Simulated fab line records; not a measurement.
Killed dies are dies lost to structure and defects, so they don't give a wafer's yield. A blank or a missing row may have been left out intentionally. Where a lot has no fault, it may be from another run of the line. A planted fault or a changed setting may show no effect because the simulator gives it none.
fab line records -- flow nand_harc
[record] lots = 12, wafers = 36, last_day = 24
route steps=1159 shown P_M0@282 P_M1@295
lots with no fault: from the same line, run without faults
start_h: start of the lot's first displayed wafer, in hours after the record's first day -- wait_h: hours elapsed since this lot's preceding step -- " the same as in the row above -- L1.1+2: a single row standing in for several wafers -- - either no value or no given start -- * or withheld: withheld -- < > ~ a bound
route shown NAME@n: NAME is a module with steps in the file, n the number in the route of the first one -- usual: average and standard deviation across the fault-free wafers -- same: alike in all rows -- chamber/n: place in a boat -- sites: readings site by site -- _std_site: standard deviation across them -- _edge_site: inner sites' mean taken away from outer sites' mean -- radius_mm: how far each site lies from the wafer's centre -- mask NAME#n: copy n -- behind: the tool/chamber that last shaped the wafer -- hold: what put the lot on hold/how long, in hours/how the hold closed -- device: the n, p or np transistor that did not switch -- end of line: tests of these same wafers at the route's end -- a step with no rows: only its recipe -- killed: count of dies lost to structure and defects at first sort (not the wafer's yield) -- map: shows each die of a wafer: x if killed, . if not, _ if none is there
set.NAME: the setting that was run; set.NAME@STEP: the one run at that earlier step -- model.NAME: the simulator's own value behind a step, which no gauge read
steps of the route over a sample of lots; a table a step, a row a wafer
services: a tool's chamber out of use, with start hour (start_h, from the record's first day; less than 0 if before it), hours out, and reason
[[steps]]
[step NHARC_P_M0_INSPECT_27]
[usual] raw_defect_count = 296/140
lot.wafer,tool,chamber,start_h,wait_h,raw_defect_count
L925.1,defect_inspect-01,-,113.75,0.0,324
L925.5,defect_inspect-01,-,113.75,0.0,194
L925.6,defect_inspect-01,-,113.75,0.0,413
L926.1,defect_inspect-01,-,123.85,0.0,179
L926.2,defect_inspect-01,-,123.85,0.0,129
L926.4,defect_inspect-01,-,123.85,0.0,341
L928.1,defect_inspect-02,-,137.29,0.0,269
L928.5,defect_inspect-02,-,137.29,0.0,527
L928.6,defect_inspect-02,-,137.29,0.0,323
L929.1,defect_inspect-02,-,146.51,0.0,197
L929.2,defect_inspect-02,-,146.51,0.0,166
L929.6,defect_inspect-02,-,146.51,0.0,161
L930.1,defect_inspect-01,-,146.57,0.0,432
L930.2,defect_inspect-01,-,146.57,0.0,581
L930.3,defect_inspect-01,-,146.57,0.0,300
L931.2,defect_inspect-01,-,167.50,0.0,248
L931.5,defect_inspect-01,-,167.50,0.0,227
L931.6,defect_inspect-01,-,167.50,0.0,139
L933.1,defect_inspect-02,-,168.03,0.0,402
L933.3,defect_inspect-02,-,168.03,0.0,317
L933.6,defect_inspect-02,-,168.03,0.0,179
L935.1,defect_inspect-02,-,185.27,0.0,276
L935.4,defect_inspect-02,-,185.27,0.0,304
L935.6,defect_inspect-02,-,185.27,0.0,405
L936.2,defect_inspect-01,-,194.08,0.0,175
L936.4,defect_inspect-01,-,194.08,0.0,114
L936.6,defect_inspect-01,-,194.08,0.0,560
L937.2,defect_inspect-01,-,194.72,0.0,392
L937.5,defect_inspect-01,-,194.72,0.0,443
L937.6,defect_inspect-01,-,194.72,0.0,306
L945.2,defect_inspect-01,-,239.80,0.0,289
L945.3,defect_inspect-01,-,239.80,0.0,306
L945.6,defect_inspect-01,-,239.80,0.0,187
L947.3,defect_inspect-02,-,248.01,0.0,328
L947.4,defect_inspect-02,-,248.01,0.0,202
L947.6,defect_inspect-02,-,248.01,0.0,267
[step NHARC_P_M1_CD_MEAS_09]
[recipe] target_cd_nm = 130, landing_energy_ev = 500
[usual] cd_nm = 130.1/0.43
lot.wafer,tool,chamber,start_h,wait_h,cd_nm
L925.1,cd_sem-02,0,115.12,-,130.4
L925.5,cd_sem-02,0,115.12,-,130.1
L925.6,cd_sem-02,0,115.12,-,130.0
L926.1,cd_sem-03,0,125.25,-,129.8
L926.2,cd_sem-03,0,125.25,-,130.7
L926.4,cd_sem-03,0,125.25,-,130.3
L928.1,cd_sem-01,0,138.55,-,130.9
L928.5,cd_sem-01,0,138.55,-,129.9
L928.6,cd_sem-01,0,138.55,-,131.1
L929.1,cd_sem-01,0,147.93,-,130.6
L929.2,cd_sem-01,0,147.93,-,130.5
L929.6,cd_sem-01,0,147.93,-,130.8
L930.1,cd_sem-02,0,148.15,-,130.6
L930.2,cd_sem-02,0,148.15,-,129.6
L930.3,cd_sem-02,0,148.15,-,130.5
L931.2,cd_sem-03,0,168.77,-,130.4
L931.5,cd_sem-03,0,168.77,-,129.6
L931.6,cd_sem-03,0,168.77,-,130.4
L933.1,cd_sem-01,0,169.42,-,129.1
L933.3,cd_sem-01,0,169.42,-,129.0
L933.6,cd_sem-01,0,169.42,-,129.8
L935.1,cd_sem-02,0,187.31,-,130.4
L935.4,cd_sem-02,0,187.31,-,130.3
L935.6,cd_sem-02,0,187.31,-,130.0
L936.2,cd_sem-01,0,195.37,-,129.6
L936.4,cd_sem-01,0,195.37,-,129.9
L936.6,cd_sem-01,0,195.37,-,130.2
L937.2,cd_sem-01,0,196.12,-,130.2
L937.5,cd_sem-01,0,196.12,-,129.7
L937.6,cd_sem-01,0,196.12,-,130.0
L945.2,cd_sem-03,0,242.59,-,129.9
L945.3,cd_sem-03,0,242.59,-,130.1
L945.6,cd_sem-03,0,242.59,-,129.8
L947.3,cd_sem-02,0,249.55,-,129.7
L947.4,cd_sem-02,0,249.55,-,130.2
L947.6,cd_sem-02,0,249.55,-,130.4
[step NHARC_P_M1_OVL_MEAS_10]
[recipe] pitch_nm = 260
[usual] overlay_x_nm = 0.0/0.74, overlay_y_nm = 0.0/0.84
lot.wafer,tool,chamber,start_h,wait_h,overlay_x_nm,overlay_y_nm
L925.1,overlay-01,-,115.21,-,-1.2,0.1
L925.5,overlay-01,-,115.21,-,-1.3,0.1
L925.6,overlay-01,-,115.21,-,-1.3,0.4
L926.1,overlay-01,-,125.34,-,0.4,-0.9
L926.2,overlay-01,-,125.34,-,-0.1,-1.5
L926.4,overlay-01,-,125.34,-,-0.3,-0.9
L928.1,overlay-01,-,138.64,-,-1.8,0.2
L928.5,overlay-01,-,138.64,-,-1.3,-0.4
L928.6,overlay-01,-,138.64,-,-1.7,-0.2
L929.1,overlay-02,-,148.02,-,-0.6,-0.5
L929.2,overlay-02,-,148.02,-,0.1,0.0
L929.6,overlay-02,-,148.02,-,0.1,-0.4
L930.1,overlay-02,-,148.23,-,1.0,-1.1
L930.2,overlay-02,-,148.23,-,0.4,-1.0
L930.3,overlay-02,-,148.23,-,0.0,-0.5
L931.2,overlay-02,-,168.86,-,0.9,-0.8
L931.5,overlay-02,-,168.86,-,1.0,-0.6
L931.6,overlay-02,-,168.86,-,1.0,-1.1
L933.1,overlay-01,-,169.50,-,-0.4,0.5
L933.3,overlay-01,-,169.50,-,-0.4,-0.2
L933.6,overlay-01,-,169.50,-,-0.8,-0.1
L935.1,overlay-02,-,187.40,-,-0.5,0.1
L935.4,overlay-02,-,187.40,-,-1.0,-0.4
L935.6,overlay-02,-,187.40,-,-0.6,0.5
L936.2,overlay-01,-,195.46,-,-0.4,-0.7
L936.4,overlay-01,-,195.46,-,0.4,-1.2
L936.6,overlay-01,-,195.46,-,-0.1,-1.4
L937.2,overlay-02,-,196.20,-,0.6,-1.0
L937.5,overlay-02,-,196.20,-,0.8,-0.9
L937.6,overlay-02,-,196.20,-,0.2,-0.5
L945.2,overlay-01,-,242.68,-,-0.7,-1.1
L945.3,overlay-01,-,242.68,-,-0.8,-0.9
L945.6,overlay-01,-,242.68,-,-0.4,-0.6
L947.3,overlay-02,-,249.63,-,-0.7,0.7
L947.4,overlay-02,-,249.63,-,-0.8,0.2
L947.6,overlay-02,-,249.63,-,-0.6,-0.1
[step NHARC_P_M1_ECD_22]
[recipe] target_thk_a = 4000, bath_temp_c = 25, material = Cu
[usual] bath_heat_duty_pct = 6.2/0.5
lot.wafer,tool,chamber,start_h,wait_h,bath_heat_duty_pct
L925.1,ecd_cu-01,0,116.74,-,6.8
L925.6,ecd_cu-01,1,116.74,-,5.7
L925.5,ecd_cu-01,0,116.74,-,6.2
L926.1,ecd_cu-01,0,127.01,-,7.1
L926.2,ecd_cu-01,1,127.01,-,5.9
L926.4,ecd_cu-01,1,127.01,-,6.1
L928.1,ecd_cu-01,0,140.13,-,5.0
L928.5,ecd_cu-01,0,140.13,-,5.3
L928.6,ecd_cu-01,1,140.13,-,5.8
L929.1,ecd_cu-02,1,149.50,-,6.7
L929.2,ecd_cu-02,0,149.50,-,6.3
L929.6,ecd_cu-02,1,149.50,-,6.6
L930.2,ecd_cu-01,0,149.99,-,5.7
L930.1,ecd_cu-01,1,149.99,-,6.4
L930.3,ecd_cu-01,1,149.99,-,5.4
L931.2,ecd_cu-02,1,170.38,-,6.8
L931.6,ecd_cu-02,0,170.38,-,5.7
L931.5,ecd_cu-02,1,170.38,-,6.7
L933.1,ecd_cu-01,0,171.09,-,5.4
L933.3,ecd_cu-01,1,171.09,-,6.8
L933.6,ecd_cu-01,1,171.09,-,6.1
L935.1,ecd_cu-01,0,188.94,-,5.5
L935.4,ecd_cu-01,1,188.94,-,5.1
L935.6,ecd_cu-01,0,188.94,-,5.5
L936.2,ecd_cu-01,1,196.95,-,5.7
L936.4,ecd_cu-01,0,196.95,-,6.3
L936.6,ecd_cu-01,1,196.95,-,6.2
L937.2,ecd_cu-01,0,197.68,-,6.2
L937.6,ecd_cu-01,0,197.68,-,6.4
L937.5,ecd_cu-01,1,197.68,-,6.2
L945.2,ecd_cu-02,0,244.21,-,5.8
L945.3,ecd_cu-02,1,244.21,-,6.6
L945.6,ecd_cu-02,1,244.21,-,7.1
L947.4,ecd_cu-02,1,251.27,-,6.5
L947.3,ecd_cu-02,0,251.27,-,6.7
L947.6,ecd_cu-02,1,251.27,-,6.5
[step NHARC_P_M1_CMP_23]
[recipe] t_overpolish_s = 20, target_thk_nm = 157.82
[usual] edge_zone_pressure_frac = 1.000/0.0051, motor_current_A = 12.2/1.7, time_to_endpoint_s = 28.1/1.8
lot.wafer,tool,chamber,start_h,wait_h,edge_zone_pressure_frac,motor_current_A,time_to_endpoint_s
L925.1,cmp-03,0,117.47,-,1.002,13.7,26.2
L925.6,cmp-03,2,117.47,-,0.998,12.8,25.9
L925.5,cmp-03,3,117.47,-,1.003,12.6,26.9
L926.1,cmp-01,1,127.77,-,0.993,12.1,28.5
L926.2,cmp-01,2,127.77,-,0.996,12.5,29.5
L926.4,cmp-01,3,127.77,-,0.998,16.0,26.1
L928.1,cmp-01,0,140.91,-,0.997,11.1,28.1
L928.6,cmp-01,2,140.91,-,1.009,12.9,27.8
L928.5,cmp-01,3,140.91,-,0.998,16.5,27.8
L929.2,cmp-04,1,150.22,-,0.997,10.1,29.9
L929.1,cmp-04,3,150.22,-,0.998,11.9,27.7
L929.6,cmp-04,1,150.22,-,1.005,10.7,27.9
L930.3,cmp-01,2,150.84,-,0.991,12.6,29.5
L930.1,cmp-01,3,150.84,-,1.004,16.1,29.3
L930.2,cmp-01,0,150.84,-,0.987,11.7,29.2
L931.2,cmp-03,1,171.14,-,1.001,12.7,28.8
L931.5,cmp-03,2,171.14,-,0.999,12.9,28.4
L931.6,cmp-03,3,171.14,-,1.000,12.9,28.9
L933.1,cmp-01,3,171.77,-,0.997,15.8,27.3
L933.3,cmp-01,2,171.77,-,0.994,12.7,26.9
L933.6,cmp-01,3,171.77,-,0.998,15.5,26.6
L935.4,cmp-03,2,189.62,-,0.992,13.3,25.3
L935.1,cmp-03,1,189.62,-,1.004,12.0,11.3
L935.6,cmp-03,2,189.62,-,0.997,13.7,10.2
L936.2,cmp-04,2,197.68,-,1.007,11.1,30.3
L936.4,cmp-04,3,197.68,-,1.010,11.7,17.3
L936.6,cmp-04,2,197.68,-,0.999,11.4,27.9
L937.2,cmp-04,3,198.49,-,0.998,11.2,15.3
L937.6,cmp-04,0,198.49,-,1.001,9.5,16.3
L937.5,cmp-04,1,198.49,-,1.001,10.6,26.6
L945.2,cmp-03,1,244.91,-,0.991,12.7,28.0
L945.3,cmp-03,0,244.91,-,1.007,14.1,28.0
L945.6,cmp-03,1,244.91,-,0.989,12.2,30.6
L947.3,cmp-01,0,251.89,-,0.998,11.3,28.9
L947.4,cmp-01,1,251.89,-,1.003,11.8,26.6
L947.6,cmp-01,1,251.89,-,1.003,12.1,28.1
[[services]]
tool,chamber,start_h,hours,kind
cmp-04,-,95.86,1.4,repair
ecd_cu-01,-,96.10,8.0,pm
cmp-04,-,105.01,4.0,pm
cmp-04,-,109.01,-,consumable_replace:conditioner
cmp-04,-,109.01,-,consumable_replace:pad
ecd_cu-02,-,121.71,1.8,repair
cmp-04,-,128.89,0.8,repair
cmp-01,-,146.55,0.9,repair
cmp-03,-,156.07,4.0,pm
cmp-01,-,159.48,3.5,repair
cmp-03,-,160.07,-,consumable_replace:conditioner
cmp-03,-,160.07,-,consumable_replace:pad
cmp-01,-,179.69,4.0,pm
ecd_cu-02,-,180.00,8.0,pm
cmp-04,-,183.22,1.6,repair
cmp-01,-,183.69,-,consumable_replace:conditioner
cmp-01,-,183.69,-,consumable_replace:pad
cmp-01,-,187.50,0.3,repair
cmp-04,-,203.13,4.0,pm
cmp-01,-,223.62,2.2,repair
cmp-01,-,232.36,0.5,repair
cmp-01,-,234.46,1.5,repair
cmp-03,-,240.38,0.5,repair
ecd_cu-02,-,249.58,1.1,repair
[[key]]
[first_sign] step = NHARC_P_M1_CMP_23, reading = time_to_endpoint_s, direction = down, sigmas = 7.9, usual = *, struck = *
effect none on later readings
met_at NHARC_P_M1_ECD_22
struck_lots L935,L936,L937
struck_wafers L935.1,L935.6,L936.4,L937.2,L937.6
not_acting_at NHARC_P_M0_INSPECT_27,NHARC_P_M1_CD_MEAS_09,NHARC_P_M1_OVL_MEAS_10
onset_between 171.09 188.94
[fault] kind = process_parameter_drift, tool = ecd_cu-01, chamber = 0, onset_h = 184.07, steps = NHARC_P_M1_ECD_22, channel = target_thk_a, offset = *, shape = step, end_h = 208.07, acts_in = *, stated = *
